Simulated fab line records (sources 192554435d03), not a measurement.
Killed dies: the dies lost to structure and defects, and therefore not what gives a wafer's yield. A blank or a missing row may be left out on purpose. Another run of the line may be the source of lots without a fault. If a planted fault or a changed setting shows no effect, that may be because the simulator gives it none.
fab line records ; flow n5-finfet
[record] lots = 10; wafers = 29; last-day = 17
route steps=1938 shown BEOL_M0_SAQP@676 BEOL_M4@1111
lots untouched by any fault: they come from a run of this same line in which no faults occurred
start-h: the number of hours between the record's first day and the start of the first shown wafer of the lot ; wait-h: hours since the lot's step before ; " as in the row above ; L1.1+2: a single row standing in for several wafers ; - no value present, or no start provided ; * or withheld: withheld ; < > ~ a bound
route shown NAME@n: names a module that has steps shown in the file, with the first one's number in the route ; usual: mean/standard deviation of fault-free wafers ; same: alike in all rows ; chamber/n: place in a boat ; sites: each site's reading ; _std_site: standard deviation of those values ; _edge_site: outer sites' mean less inner sites' ; radius-mm: how far each site lies from the wafer's centre ; mask NAME#n: copy n ; behind: the tool/chamber that last shaped the wafer ; hold: what put the lot on hold/how long, in hours/how the hold closed ; device: which transistor (n, p or np) failed to switch ; end of line: the tests these same wafers got at the end of their route ; step lacking rows: just its recipe ; killed: at the first sort, the dies lost to defects and structure; wafer yield is something else ; map: a wafer's dies, marking killed ones x, the rest . and places with no die _
set.NAME: the setting that was run; set.NAME@STEP: the one run at that earlier step ; model.NAME: the simulator's own value behind a step, which no gauge read
steps of the route over a sample of lots; a table a step, a row a wafer
services: from which hour (start-h, from the record's first day; less than 0 if before it) a tool's chamber was out of use, for how many hours, and why
[[steps]]
[step N5_BEOL_M0_SAQP_SPACER2_ALD_26]
[recipe] material = SiO2; target-thk-a = 150; temp-c = 300; ald-precursor-family = BDEAS; ald-co-reactant = O2-plasma; pulse-time-s = 1; purge-time-s = 2; co-reactant-purge-time-s = 2; pressure-torr = 2
[usual] heater-power-w = 495/43; precursor-pulse-height-rel = 0.998/0.02
[same] pulse-time-s = 1
lot.wafer;tool;chamber;start-h;wait-h;heater-power-w;precursor-pulse-height-rel;since-wet-clean-h
L607.1;ald-sin-03;1;115.62;0.1;424;1.019;108
L607.6;ald-sin-03;1;115.62;0.1;416;1.026;-
L610.2;ald-sin-03;2;130.79;0.1;517;0.993;123
L610.3;ald-sin-03;0;130.79;0.1;537;0.991;123
L610.5;ald-sin-03;0;130.79;0.1;536;0.996;-
L611.1;ald-sin-03;1;134.40;0.1;417;0.985;127
L611.2;ald-sin-03;3;134.40;0.1;528;0.990;127
L611.3;ald-sin-03;2;134.40;0.1;524;1.014;127
L612.3;ald-sin-03;0;139.73;0.1;536;0.996;132
L612.4;ald-sin-03;1;139.73;0.1;420;0.993;132
L612.5;ald-sin-03;1;139.73;0.1;425;0.987;-
L621.3;ald-sin-02;1;202.84;0.1;475;0.993;12
L621.4;ald-sin-02;0;202.84;0.1;597;1.028;-
L621.5;ald-sin-02;1;202.84;0.1;481;0.943;-
L622.1;ald-sin-01;0;206.99;0.2;497;0.984;305
L622.2;ald-sin-01;1;206.99;0.2;491;0.963;305
L622.6;ald-sin-01;3;206.99;0.2;504;0.984;-
L623.1;ald-sin-01;2;212.34;0.1;438;0.996;310
L623.4;ald-sin-01;3;212.34;0.1;516;0.975;310
L623.5;ald-sin-01;3;212.34;0.1;511;1.006;-
L628.1;ald-sin-02;2;240.72;0.1;490;0.998;50
L628.4;ald-sin-02;0;240.72;0.1;592;0.996;50
L628.6;ald-sin-02;1;240.72;0.1;479;0.986;-
L629.3;ald-sin-01;3;251.18;1.6;501;1.010;349
L629.5;ald-sin-01;3;251.18;1.6;502;0.961;-
L629.6;ald-sin-01;2;251.18;1.6;448;1.006;-
L630.1;ald-sin-03;2;251.41;1.5;522;0.998;244
L630.2;ald-sin-03;3;251.41;1.5;501;1.023;244
L630.5;ald-sin-03;3;251.41;1.5;520;0.978;-
[step N5_BEOL_M0_SAQP_SPACER2_ETCHBACK_27]
[recipe] chemistry = CHF3/O2; mode = anisotropic-etchback; target = SiO2; target-depth-a = 225; time-s = 11.25; pressure-mtorr = 30; source-w = 650; bias-w = 170; Ar_flow_sccm = 200; CHF3_flow_sccm = 50; O2_flow_sccm = 5; ion-energy-ev = 200
[usual] drypump-motor-current-A = 5.8/0.5; oes-product-au = 0.77/0.082; rf-vpp-V = 523/14; showerhead-plenum-p-Torr = 2.45/0.066; throttle-valve-pct = 18.85/0.18
lot.wafer;tool;chamber;start-h;wait-h;drypump-motor-current-A;oes-product-au;rf-hours-counter-h;rf-vpp-V;showerhead-plenum-p-Torr;throttle-valve-pct
L607.1;rie-diel-03;0;116.27;0.4;6.8;0.78;99;514;2.45;18.95
L607.6;rie-diel-03;0;116.27;0.4;6.8;0.77;-;512;2.45;18.96
L610.2;rie-diel-02;2;131.34;0.3;6.5;0.71;189;504;2.39;19.04
L610.3;rie-diel-02;1;131.34;0.3;5.8;0.77;139;523;2.41;18.59
L610.5;rie-diel-02;2;131.34;0.3;6.5;0.72;-;504;2.39;19.04
L611.1;rie-diel-02;3;134.95;0.3;5.6;0.71;245;514;2.29;18.98
L611.2;rie-diel-02;2;134.95;0.3;6.5;0.72;190;502;2.39;19.02
L611.3;rie-diel-02;1;134.95;0.3;5.7;0.77;141;523;2.41;18.60
L612.3;rie-diel-01;2;140.27;0.3;5.7;0.72;184;551;2.49;18.60
L612.4;rie-diel-01;0;140.27;0.3;5.8;0.94;12;523;2.46;18.87
L612.5;rie-diel-01;2;140.27;0.3;5.7;0.73;-;551;2.49;18.59
L621.3;rie-diel-03;3;203.39;0.3;6.0;0.71;185;539;2.47;18.99
L621.4;rie-diel-03;2;203.39;0.3;4.9;0.88;18;516;2.37;18.72
L621.5;rie-diel-03;1;203.39;0.3;6.1;0.73;-;518;2.52;19.11
L622.1;rie-diel-02;3;207.54;0.3;5.6;0.94;10;509;2.58;18.60
L622.2;rie-diel-02;2;207.54;0.3;6.5;0.70;213;503;2.38;19.07
L622.6;rie-diel-02;1;207.54;0.3;5.8;0.75;-;523;2.40;18.64
L623.1;rie-diel-03;2;212.99;0.4;4.9;0.89;21;517;2.37;18.74
L623.4;rie-diel-03;3;212.99;0.4;6.0;0.72;188;539;2.47;19.01
L623.5;rie-diel-03;2;212.99;0.4;4.8;0.87;-;519;2.37;18.70
L628.1;rie-diel-02;1;241.27;0.3;5.8;0.73;175;521;2.40;18.63
L628.4;rie-diel-02;2;241.27;0.3;6.5;0.70;225;502;2.38;19.11
L628.6;rie-diel-02;2;241.27;0.3;6.4;0.70;-;503;2.38;19.12
L629.3;rie-diel-03;2;251.73;0.3;4.9;0.85;34;518;2.37;18.74
L629.5;rie-diel-03;2;251.73;0.3;4.9;0.85;-;517;2.37;18.74
L629.6;rie-diel-03;3;251.73;0.3;5.9;0.70;-;541;2.47;19.00
L630.1;rie-diel-02;1;251.96;0.3;5.8;0.74;180;525;2.39;18.66
L630.2;rie-diel-02;0;251.96;0.3;5.1;0.68;250;514;2.47;19.02
L630.5;rie-diel-02;1;251.96;0.3;5.8;0.73;-;523;2.39;18.66
[step N5_BEOL_M0_SAQP_COAT_87]
[recipe] resist = underlayer; temp-c = 205; time-s = 60; spin-rpm = 1500; resist-thk-nm = 5
[usual] heater-power-total-W = 391.6/1.3; plate-temp-C = 205.00/0.15
lot.wafer;tool;chamber;start-h;wait-h;heater-power-total-W;plate-temp-C
L607.1;litho-track-03;0;116.51;-;389.6;204.78
L607.6;litho-track-03;0;116.51;-;391.4;205.22
L610.2;litho-track-03;0;131.58;-;407.5;212.94
L610.3;litho-track-03;0;131.58;-;408.3;213.06
L610.5;litho-track-03;0;131.58;-;413.0;212.87
L611.1;litho-track-02;0;135.19;-;390.4;205.35
L611.2;litho-track-02;0;135.19;-;393.1;205.05
L611.3;litho-track-02;0;135.19;-;392.5;205.29
L612.3;litho-track-03;0;140.52;-;409.5;213.01
L612.4;litho-track-03;0;140.52;-;411.8;212.94
L612.5;litho-track-03;0;140.52;-;409.3;212.95
L621.3;litho-track-02;0;203.63;-;393.7;204.85
L621.4;litho-track-02;0;203.63;-;390.1;205.07
L621.5;litho-track-02;0;203.63;-;393.0;205.08
L622.1;litho-track-03;0;207.78;-;389.9;204.87
L622.2;litho-track-03;0;207.78;-;393.2;204.77
L622.6;litho-track-03;0;207.78;-;390.5;204.99
L623.1;litho-track-02;0;213.22;-;389.7;205.05
L623.4;litho-track-02;0;213.22;-;389.7;205.12
L623.5;litho-track-02;0;213.22;-;390.1;205.36
L628.1;litho-track-02;0;241.51;-;390.3;205.27
L628.4;litho-track-02;0;241.51;-;389.8;205.00
L628.6;litho-track-02;0;241.51;-;393.3;205.11
L629.3;litho-track-03;0;251.98;-;392.1;204.79
L629.5;litho-track-03;0;251.98;-;393.8;205.03
L629.6;litho-track-03;0;251.98;-;392.2;204.92
L630.1;litho-track-03;0;252.20;-;392.0;204.77
L630.2;litho-track-03;0;252.20;-;391.6;204.92
L630.5;litho-track-03;0;252.20;-;392.8;204.87
[step N5_BEOL_M0_SAQP_OVL_MEAS_41]
[recipe] points-per-wafer = 522
[usual] M0_CUT1_OVL = 0.1/0.68
lot.wafer;tool;chamber;start-h;wait-h;M0_CUT1_OVL[nm]
L607.1;overlay-02;0;116.93;0.0;0.3
L607.6;overlay-02;0;116.93;0.0;1.3
L610.2;overlay-02;0;131.88;0.0;0.6
L610.3;overlay-02;0;131.88;0.0;0.7
L610.5;overlay-02;0;131.88;0.0;-0.1
L611.1;overlay-01;0;135.48;0.0;0.2
L611.2;overlay-01;0;135.48;0.0;0.3
L611.3;overlay-01;0;135.48;0.0;0.8
L612.3;overlay-01;0;140.82;0.0;-0.6
L612.4;overlay-01;0;140.82;0.0;0.0
L612.5;overlay-01;0;140.82;0.0;-0.6
L621.3;overlay-02;0;203.94;0.0;1.1
L621.4;overlay-02;0;203.94;0.0;0.4
L621.5;overlay-02;0;203.94;0.0;0.3
L622.1;overlay-01;0;208.07;0.0;1.0
L622.2;overlay-01;0;208.07;0.0;1.1
L622.6;overlay-01;0;208.07;0.0;0.2
L623.1;overlay-01;0;213.52;0.0;-0.6
L623.4;overlay-01;0;213.52;0.0;-0.6
L623.5;overlay-01;0;213.52;0.0;-0.3
L628.1;overlay-01;0;241.93;0.0;0.3
L628.4;overlay-01;0;241.93;0.0;0.1
L628.6;overlay-01;0;241.93;0.0;0.1
L629.3;overlay-02;0;252.29;0.0;0.0
L629.5;overlay-02;0;252.29;0.0;-0.1
L629.6;overlay-02;0;252.29;0.0;-0.3
L630.1;overlay-01;0;252.62;0.0;0.4
L630.2;overlay-01;0;252.62;0.0;-0.3
L630.5;overlay-01;0;252.62;0.0;0.3
[step N5_BEOL_M4_RC_MEAS_101]
[usual] DIBL_N = 36.2/1.7; DIBL_P = 36.6/1.9; IOFF_N = 0.16/0.032; IOFF_P = 0.21/0.037; ION_N = 675/12; ION_P = 460/8.1; SS_N = 71.4/0.58; SS_P = 73.4/0.64; VT_N = 249/3.2; VT_P = -252/3.4
lot.wafer;tool;chamber;start-h;wait-h;DIBL_N[mV/V];DIBL_P[mV/V];IOFF_N[nA/um];IOFF_P[nA/um];ION_N[uA/um];ION_P[uA/um];SS_N[mV/dec];SS_P[mV/dec];VT_N[mV];VT_P[mV]
L607.1;prober-02;0;166.74;0.0;39.2;38.4;0.20;0.22;673;452;72.1;73.8;246;-252
L607.6;prober-02;0;166.74;0.0;36.3;35.2;0.15;0.18;674;459;70.1;73.3;248;-252
L610.2;prober-02;0;183.29;0.2;38.1;38.5;0.19;0.23;682;462;72.5;73.5;248;-250
L610.3;prober-02;0;183.29;0.2;34.9;35.8;0.14;0.19;657;450;71.9;72.8;253;-253
L610.5;prober-02;0;183.29;0.2;36.7;37.3;0.17;0.21;676;462;71.4;73.5;250;-253
L611.1;prober-02;0;192.76;0.0;37.4;37.4;0.19;0.21;688;468;71.5;73.3;247;-251
L611.2;prober-02;0;192.76;0.0;35.3;34.8;0.14;0.17;669;454;71.3;73.3;253;-255
L611.3;prober-02;0;192.76;0.0;36.7;36.8;0.18;0.20;664;457;72.4;73.7;249;-252
L612.3;prober-02;0;194.52;0.3;37.4;38.4;0.18;0.23;679;467;71.6;74.6;249;-246
L612.4;prober-02;0;194.52;0.3;34.8;34.5;0.13;0.16;674;461;70.8;73.0;251;-251
L612.5;prober-02;0;194.52;0.3;35.5;35.5;0.15;0.18;671;458;70.8;73.6;251;-253
L621.3;prober-02;0;247.01;0.3;38.6;41.4;0.21;0.26;679;467;72.2;74.4;246;-249
L621.4;prober-02;0;247.01;0.3;34.5;36.3;0.13;0.18;668;460;71.0;72.3;253;-252
L621.5;prober-02;0;247.01;0.3;37.6;40.2;0.18;0.23;681;464;71.9;73.9;247;-254
L622.1;prober-01;0;249.09;0.0;35.3;37.0;0.17;0.18;685;454;71.2;73.0;249;-258
L622.2;prober-01;0;249.09;0.0;33.8;34.9;0.14;0.15;671;444;71.3;73.1;250;-260
L622.6;prober-01;0;249.09;0.0;33.4;34.9;0.13;0.15;654;442;70.9;72.6;250;-259
L623.1;prober-01;0;265.51;0.0;35.6;36.4;0.15;0.20;665;455;71.0;73.4;251;-249
L623.4;prober-01;0;265.51;0.0;37.8;38.3;0.20;0.23;670;455;72.0;73.8;246;-251
L623.5;prober-01;0;265.51;0.0;35.9;36.5;0.15;0.21;678;462;71.7;73.6;251;-252
L628.1;prober-02;0;290.30;0.0;36.0;35.2;0.16;0.22;677;469;70.8;73.1;249;-249
L628.4;prober-02;0;290.30;0.0;37.7;37.2;0.18;0.24;697;471;71.9;73.8;247;-246
L628.6;prober-02;0;290.30;0.0;37.8;37.0;0.19;0.25;692;472;71.6;73.7;248;-247
L629.3;prober-01;0;295.63;0.3;38.3;39.7;0.20;0.26;692;470;71.9;74.3;247;-247
L629.5;prober-01;0;295.63;0.3;37.1;37.1;0.18;0.22;682;466;71.8;74.0;248;-251
L629.6;prober-01;0;295.63;0.3;36.5;36.0;0.17;0.21;682;466;71.2;73.5;248;-250
L630.1;prober-02;0;296.75;0.0;37.0;35.9;0.16;0.21;680;465;71.2;72.9;249;-253
L630.2;prober-02;0;296.75;0.0;35.7;34.2;0.13;0.19;666;460;69.8;72.2;254;-250
L630.5;prober-02;0;296.75;0.0;37.2;37.3;0.17;0.23;684;469;71.0;73.9;249;-247
[[services]]
tool;chamber;start-h;hours;kind
rie-diel-01;-;94.95;0.5;repair
rie-diel-02;-;105.28;14.6;pm
rie-diel-03;2;116.00;-;clean
rie-diel-03;2;116.00;-;consumable-replace:focus-ring
rie-diel-03;2;116.00;23.7;scheduled-down
rie-diel-03;2;116.00;23.7;vent-cycle
rie-diel-02;3;147.89;-;clean
rie-diel-02;3;147.89;-;consumable-replace:esc
rie-diel-02;3;147.89;-;consumable-replace:focus-ring
rie-diel-02;3;147.89;-;consumable-replace:showerhead
rie-diel-02;3;147.89;19.6;scheduled-down
rie-diel-02;3;147.89;19.6;vent-cycle
rie-diel-03;-;172.67;0.3;repair
ald-sin-02;-;176.75;14.0;pm
ald-sin-03;-;179.52;6.0;pm
ald-sin-03;0;187.35;3.2;repair
rie-diel-03;1;193.13;8.5;repair
litho-track-03;-;193.89;-;consumable-replace:filter
litho-track-02;-;217.19;-;consumable-replace:filter
ald-sin-01;3;235.82;-;calibration
rie-diel-03;-;236.51;0.3;repair
rie-diel-02;2;244.08;21.0;repair
ald-sin-02;-;244.47;14.6;pm
litho-track-02;-;250.54;-;consumable-replace:filter
[[key]]
[first-sign] step = N5_BEOL_M0_SAQP_COAT_87; reading = plate-temp-C; direction = up; sigmas = 53; usual = *; struck = *
[effect] step = N5_BEOL_M0_SAQP_COAT_87; reading = heater-power-total-W; direction = up; sigmas = 14; usual = *; struck = *
met-at N5_BEOL_M0_SAQP_COAT_87
struck-lots L610,L612
not-acting-at N5_BEOL_M0_SAQP_SPACER2_ALD_26,N5_BEOL_M0_SAQP_SPACER2_ETCHBACK_27,N5_BEOL_M0_SAQP_OVL_MEAS_41
onset-between 116.51 131.58
[fault] kind = process-parameter-drift; tool = litho-track-03; chamber = -; onset-h = 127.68; steps = N5_BEOL_M0_SAQP_COAT_87; channel = temp-c; offset = *; shape = step; end-h = 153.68; acts-in = *; stated = *
